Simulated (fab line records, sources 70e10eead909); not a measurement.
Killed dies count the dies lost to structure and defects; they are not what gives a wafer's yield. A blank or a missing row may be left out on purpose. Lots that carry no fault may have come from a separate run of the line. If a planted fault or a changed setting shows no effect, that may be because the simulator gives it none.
What tool caused it? + flow nand harc + Sampling: 6 lots, 18 wafers, 5 of 1302 route steps

== WHAT EACH GAUGE READ, for each wafer ==
NHARC_END_SORT_01.
| lot  | measured     | on        | killed at array |
|------|--------------|-----------|-----------------|
| L751 | day 28 03:49 | prober-02 | 61 52 123       |

== EACH LOT AND THE TOOL THAT RAN IT (in order: tool; ch and the chambers of the sampled wafers; start) ==
| lot  | NHARC_A_STAIRCASE_ETCH_273         | NHARC_A_BONDPAD_CMP_19        | NHARC_THIN_TSV_ETCH_15           | NHARC_THIN_TSV_ANNEAL_52         |
|------|------------------------------------|-------------------------------|----------------------------------|----------------------------------|
| L745 | rie diel-06 ch 1,2,3, day 18 03:55 | cmp-02 ch 1,3, day 24 17:04   | rie si-02 ch 0,3, day 25 06:30   | rtp anneal-02 ch 0, day 25 09:45 |
| L751 | rie diel-06 ch 1,2,3, day 20 13:20 | cmp-01 ch 0,1,2, day 27 02:16 | rie si-04 ch 1,2,3, day 27 13:47 | rtp anneal-01 ch 0, day 27 17:15 |
| L753 | rie diel-11 ch 0,2, day 21 13:05   | cmp-01 ch 1,2, day 28 05:18   | rie si-02 ch 0,2, day 28 17:31   | rtp anneal-02 ch 0, day 28 20:50 |
| L759 | rie diel-11 ch 1,2, day 24 01:35   | cmp-04 ch 0,1,2, day 30 07:51 | rie si-05 ch 0,1,2, day 30 21:12 | rtp anneal-02 ch 0, day 31 00:34 |
| L762 | rie diel-06 ch 0,1,2, day 25 00:40 | cmp-01 ch 0,1, day 31 09:21   | rie si-04 ch 1,2,3, day 32 03:22 | rtp anneal-01 ch 0, day 32 06:33 |
| L761 | rie diel-11 ch 0,1,2, day 25 04:22 | cmp-01 ch 0,1,3, day 31 11:12 | rie si-05 ch 0,2,3, day 32 04:36 | rtp anneal-01 ch 0, day 32 07:53 |
- NHARC_A_STAIRCASE_ETCH_273: etches the open film in C4F8/O2/Ar, target depth 10200 nm, time 2468.6 s.
- NHARC_A_BONDPAD_CMP_19: polishes, t overpolish 30 s, cu recess touch 16 s, target thk 169.82 nm.
- NHARC_THIN_TSV_ETCH_15: target depth 3000 nm, bosch target overetch cycles 2, bosch etch step 2.8 s.
- NHARC_THIN_TSV_ANNEAL_52: time 90 s.

== THE ANSWER, worked out from the rows above alone ==
Rule: the usual values come from the lots themselves. The widest of any qualifying gaps counts: lots, ordered by their means at a reading, are off when they make up no more than a third of the lots, leave a main group of 4 or more, and stand apart from it by 3 or more times the standard deviation of that group's means. The tables above print the reading to a certain number of digits; a main group whose means all agree to those digits is not used. Also off: a lot with no number at a reading for which 4 or more lots have one. All remaining lots with rows at the step are treated as sound.
None of the lots is off at any reading shown; this tells nothing.

== WHAT THE SIMULATOR PUT IN ==
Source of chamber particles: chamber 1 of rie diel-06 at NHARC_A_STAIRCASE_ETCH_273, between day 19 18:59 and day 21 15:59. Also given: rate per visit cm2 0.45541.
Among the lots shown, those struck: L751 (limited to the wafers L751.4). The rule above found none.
